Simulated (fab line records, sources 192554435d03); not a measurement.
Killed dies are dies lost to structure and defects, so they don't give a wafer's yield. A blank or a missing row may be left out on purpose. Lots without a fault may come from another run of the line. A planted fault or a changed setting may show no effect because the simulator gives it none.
Chamber matching | flow n5_finfet | N5_BEOL_M7_ETCH_66 on rie_diel-03: 4 sister chambers
The step etches SOC in N2/H2, target depth 80 nm, overetch 16 nm, time 120 s. 8 wafers are shown with their chamber, then 11 later ones without.

WAFERS WITH THEIR CHAMBER
wafer  | chamber | showerhead_plenum_p_Torr (Torr) | drypump_motor_current_A (A)
L078.6 | 1       | 2.33                            | 5.21
L082.6 | 2       | 2.53                            | 5.35
L083.3 | 1       | 2.32                            | 5.24
L083.5 | 2       | 2.52                            | 5.31
L090.1 | 3       | 2.50                            | 5.71
L090.4 | 0       | 2.50                            | 5.57
L090.5 | 0       | 2.50                            | 5.59
L091.3 | 3       | 2.50                            | 5.71

WAFERS WITHOUT THEIR CHAMBER
wafer  | showerhead_plenum_p_Torr (Torr) | drypump_motor_current_A (A)
L091.4 | 2.50                            | 5.60
L091.5 | 2.50                            | 5.70
L095.2 | 2.52                            | 5.29
L095.5 | 2.32                            | 5.21
L095.6 | 2.49                            | 5.60
L096.1 | 2.49                            | 5.70
L096.2 | 2.49                            | 5.57
L096.3 | 2.51                            | 5.26
L097.2 | 2.51                            | 5.32
L097.4 | 2.49                            | 5.72
L097.6 | 2.51                            | 5.31

WHICH CHAMBER EACH WENT THROUGH
wafer  | from the rows above | in truth
L091.4 | 0                   | 0
L091.5 | 3                   | 3
L095.2 | 2                   | 2
L095.5 | 1                   | 1
L095.6 | 0                   | 0
L096.1 | 3                   | 3
L096.2 | 0                   | 0
L096.3 | 2                   | 2
L097.2 | 2                   | 2
L097.4 | 3                   | 3
L097.6 | 2                   | 2
Placed correctly: 11 of 11. Can't be placed from these rows: 0. Placed wrongly: 0.
How it was worked out, from the rows above alone: a wafer's distance from a chamber is the root of the sum, over the readings, of the square of ((its reading less the chamber's mean) divided by the reading's scatter). The wafer belongs to the nearest chamber; if the next one is less than 2 further off, it can't be placed. A chamber's mean is the mean of its shown wafers. The scatter: the root of (the sum of the squares of (reading less its chamber's mean) over the shown wafers, divided by (wafers less chambers)).
